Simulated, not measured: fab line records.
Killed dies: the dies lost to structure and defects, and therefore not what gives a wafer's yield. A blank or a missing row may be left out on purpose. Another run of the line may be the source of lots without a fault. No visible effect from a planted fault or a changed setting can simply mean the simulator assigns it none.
Split-lot experiment -- flow n5 finfet -- 21 wafers read across 7 lots, on a route 1938 steps long

SPLIT DETAILS
At N5_GATE_CUT_ETCH_58 (etches SiNx in CH3F/O2, target depth 17 nm, time 128.6 s), the setting source w was moved away from the recipe's 415 W on 7 of the 21 wafers read, by -9.8% to +17.7%. The other wafers ran this setting at the recipe's value.

Reading taken at the split's own step.

THE READING
rf vpp V, in V, at N5_GATE_CUT_ETCH_58 (etches SiNx in CH3F/O2, target depth 17 nm, time 128.6 s). On this fab line, fault-free wafers typically give 99.1 V with a standard deviation of 0.81 V.

wafer,"tool, chamber at the split","source w as run, W",against the recipe,"rf vpp V, V",against lot-mates on the recipe
L083.3,"rie diel-03, 0",415,recipe,98.9,-
L083.4,"rie diel-03, 0",476.2,+14.7%,94.9,-4.0
L083.6,"rie diel-03, 3",476.2,+14.7%,94.1,-4.8
L089.2,"rie diel-03, 1",415,recipe,98.8,-
L089.5,"rie diel-03, 3",415,recipe,100.0,-
L089.6,"rie diel-03, 0",415,recipe,99.1,-
L090.1,"rie diel-04, 1",415,recipe,98.7,-
L090.2,"rie diel-04, 0",415,recipe,99.9,-
L090.6,"rie diel-04, 3",415,recipe,99.9,-
L091.2,"rie diel-04, 1",415,recipe,97.9,-
L091.4,"rie diel-04, 2",415,recipe,99.8,-
L091.5,"rie diel-04, 0",488.5,+17.7%,94.4,-4.4
L092.1,"rie diel-01, 1",415,recipe,98.7,-
L092.3,"rie diel-01, 0",415,recipe,99.4,-
L092.5,"rie diel-01, 0",415,recipe,98.8,-
L094.2,"rie diel-03, 2",374.5,-9.8%,101.3,+0.6
L094.4,"rie diel-03, 1",374.5,-9.8%,102.2,+1.5
L094.6,"rie diel-03, 0",415,recipe,100.7,-
L097.1,"rie diel-04, 3",445.5,+7.3%,95.1,-4.4
L097.2,"rie diel-04, 0",415,recipe,99.5,-
L097.4,"rie diel-04, 1",445.5,+7.3%,96.9,-2.6

FIT RESULTS
A straight line over all 21 wafers: rf vpp V changes by -0.303 V for each +1% of source w; r = -0.94; the points scatter about the line by 0.79 V.
The same after taking each lot's own level away (the mean of its wafers on the recipe; 21 wafers): -0.254 V for each +1%; r = -0.90; scatter 0.85 V.
According to that fit, moving source w by its largest amount changes the reading by 4.5 V.
The span of the lots' own levels, 98.85 to 100.70 V, comes to 2.3 times the standard deviation stated above.
Thus the slope moves with the lot-to-lot level: the two fits are different.
Check: for one of the wafers moved furthest among these (+17.7%), held out of the fit, the line's prediction against its lot-mates is -5.02 V. Against them it came out at -4.45 V.
Tool readings at the split's step, against how far the setting was moved: rf vpp V r = -0.94.

ADDITIONAL SPLITS CARRIED BY THESE WAFERS
These wafers also went through other splits before the reading. Each is held against what the fit with the lots' levels taken away leaves over:
other split on the same wafers,wafers away from the commonest value,r with rf vpp V (lot level and that fit taken away)
N5_DUMMY_GATE_EXPOSE_12 dose mj,4,+0.19
N5_SD_EPI_P_COAT_34 spin rpm,5,+0.08
N5_SD_EPI_P_EXPOSE_06 dose mj,7,+0.15
N5_SDB_COAT_04 spin rpm,5,+0.37
N5_HKMG_FIN_COAT_06 spin rpm,5,+0.35
N5_HKMG_FIN_ETCH_31 bias w,7,+0.05

THE FILE'S OWN FIT
rf vpp V changes by -0.265 V for each +1% of source w, r = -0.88.
